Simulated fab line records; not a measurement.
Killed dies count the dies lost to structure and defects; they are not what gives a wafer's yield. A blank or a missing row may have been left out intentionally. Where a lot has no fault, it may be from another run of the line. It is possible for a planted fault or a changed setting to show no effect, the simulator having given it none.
The tool behind it: which one?	flow nand-harc	14 lots with 42 wafers sampled at 5 steps, on a route of 1302 steps

WHAT EACH GAUGE READ, for each wafer
NHARC_END_SORT_01.
lot	measured	on	killed-at-array	killed-at-other	killed-at-periphery	killed-dies	killed-open	killed-short
L831	day 29 05:26	prober-01	129 63 127	2 0 4	6 2 1	137 65 132	4 2 3	2 2 5
L832	day 29 12:20	prober-02	61 59 143	1 2 3	3 2 3	65 63 149	6 3 4	3 2 1

WHAT TOOL EACH LOT RAN ON (gives the tool, then ch and the chambers of the sampled wafers, and finally the start)
lot	NHARC_A_CONTACT_ETCH_114	NHARC_A_BONDPAD_PRE_CLEAN_26	NHARC_THIN_TSV_DEP_43	NHARC_THIN_TSV_PVD_19
L821	har-cap-etch-03 ch 0,1, day 22 06:19	pvd-sputter-03, day 24 07:20 or earlier	pecvd-02 ch 0,1, day 24 07:20	pvd-sputter-01, no start
L823	har-cap-etch-02 ch 0,1, day 22 08:25	pvd-sputter-02, day 24 15:23 or earlier	pecvd-02 ch 1,2, day 24 15:23	pvd-sputter-01, no start
L824	har-cap-etch-02 ch 0,1, day 22 18:13	pvd-sputter-01, day 24 19:15 or earlier	pecvd-03 ch 0,1, day 24 19:15	pvd-sputter-03, no start
L822	har-cap-etch-01 ch 0,1, day 22 18:20	pvd-sputter-03, day 24 20:25 or earlier	pecvd-03 ch 1,2, day 24 20:25	pvd-sputter-02, no start
L825	har-cap-etch-02 ch 0,1, day 24 05:54	pvd-sputter-01, day 26 12:52 or earlier	pecvd-03 ch 0,1,2, day 26 12:52	pvd-sputter-01, no start
L831	har-cap-etch-02 ch 0,1, day 26 04:00	pvd-sputter-03, day 28 09:04 or earlier	pecvd-03 ch 0,1, day 28 09:04	pvd-sputter-01, day 29 05:26 or earlier
L829	har-cap-etch-01 ch 0,1, day 26 04:46	pvd-sputter-01, day 28 10:14 or earlier	pecvd-02 ch 0,1, day 28 10:14	pvd-sputter-02, no start
L832	har-cap-etch-02 ch 0,1, day 26 09:19	pvd-sputter-03, day 28 13:26 or earlier	pecvd-01 ch 0,2, day 28 13:26	pvd-sputter-02, day 29 12:20 or earlier
L834	har-cap-etch-03 ch 0,1, day 27 16:29	pvd-sputter-03, day 29 18:18 or earlier	pecvd-01 ch 0,2, day 29 18:18	pvd-sputter-02, no start
L838	har-cap-etch-01 ch 0,1, day 28 15:40	pvd-sputter-02, day 30 19:29 or earlier	pecvd-03 ch 0,2, day 30 19:29	pvd-sputter-01, no start
L839	har-cap-etch-01 ch 0,1, day 29 19:16	pvd-sputter-03, day 32 01:54 or earlier	pecvd-01 ch 0,2, day 32 01:54	pvd-sputter-02, no start
L840	har-cap-etch-03 ch 0,1, day 30 06:14	pvd-sputter-03, day 32 12:29 or earlier	pecvd-03 ch 0,1, day 32 12:29	pvd-sputter-01, no start
L842	har-cap-etch-01 ch 0,1, day 30 08:18	pvd-sputter-01, day 32 13:46 or earlier	pecvd-01 ch 0, day 32 13:46	pvd-sputter-02, no start
L841	har-cap-etch-02 ch 0,1, day 30 10:37	pvd-sputter-01, day 32 17:17 or earlier	pecvd-03 ch 1,2, day 32 17:17	pvd-sputter-03, no start
- NHARC_A_CONTACT_ETCH_114: etches the open film in C4F8/O2/Ar, time 190 s, target depth 1850 nm.
- NHARC_A_BONDPAD_PRE_CLEAN_26: time 30 s.
- NHARC_THIN_TSV_DEP_43: deposits SiO2, target thk 1328.5 nm.
- NHARC_THIN_TSV_PVD_19: deposits TaN, target thk 20 nm.

WHAT THE TOOLS THEMSELVES READ (means of the sampled wafers that have a number; where no wafer has one, the mark that the record gives instead)
NHARC_A_BONDPAD_PRE_CLEAN_26.
lot	tool	heater-power-w (W)
L821	pvd-sputter-03	425
L823	pvd-sputter-02	408
L824	pvd-sputter-01	338
L822	pvd-sputter-03	430
L825	pvd-sputter-01	351
L831	pvd-sputter-03	396
L829	pvd-sputter-01	347
L832	pvd-sputter-03	405
L834	pvd-sputter-03	424
L838	pvd-sputter-02	389
L839	pvd-sputter-03	435
L840	pvd-sputter-03	439
L842	pvd-sputter-01	366
L841	pvd-sputter-01	386

NHARC_THIN_TSV_DEP_43.
lot	tool	throttle-valve-pct (%)
L821	pecvd-02	16.1
L823	pecvd-02	16.0
L824	pecvd-03	15.4
L822	pecvd-03	16.1
L825	pecvd-03	15.7
L831	pecvd-03	15.7
L829	pecvd-02	15.8
L832	pecvd-01	16.6
L834	pecvd-01	16.4
L838	pecvd-03	15.9
L839	pecvd-01	16.5
L840	pecvd-03	15.5
L842	pecvd-01	16.5
L841	pecvd-03	16.0

NHARC_THIN_TSV_PVD_19.
lot	tool	throttle-valve-pct (%)
L821	pvd-sputter-01	30.3
L823	pvd-sputter-01	30.3
L824	pvd-sputter-03	31.2
L822	pvd-sputter-02	29.3
L825	pvd-sputter-01	29.5
L831	pvd-sputter-01	29.4
L829	pvd-sputter-02	29.2
L832	pvd-sputter-02	30.2
L834	pvd-sputter-02	29.5
L838	pvd-sputter-01	30.2
L839	pvd-sputter-02	28.9
L840	pvd-sputter-01	29.9
L842	pvd-sputter-02	29.2
L841	pvd-sputter-03	31.4

THE ANSWER, worked out from the rows above alone
Rule: the usual values come from the lots themselves. Put in order of their means at a reading, lots are off if they are a third of the lots or fewer, leave a main group of 4 or more, and stand apart from it by a gap of 3 or more times the standard deviation of the main group's means; of several such gaps the widest counts. A main group whose means are all the same, to the digits that the tables above print for the reading, isn't used. Also off: a lot with no number at a reading for which 4 or more lots have one. Where the step has rows for the other lots, those lots are counted as sound. First the gauges in route order, then the tools' own readings, where a lot's mean is used as printed above. The first step at which some lot is off is used, and at that step the reading that is off furthest; a lot without a number counts as furthest.
Nothing can be told from this: no lot is off at any reading shown.

WHAT THE SIMULATOR HAD PUT IN
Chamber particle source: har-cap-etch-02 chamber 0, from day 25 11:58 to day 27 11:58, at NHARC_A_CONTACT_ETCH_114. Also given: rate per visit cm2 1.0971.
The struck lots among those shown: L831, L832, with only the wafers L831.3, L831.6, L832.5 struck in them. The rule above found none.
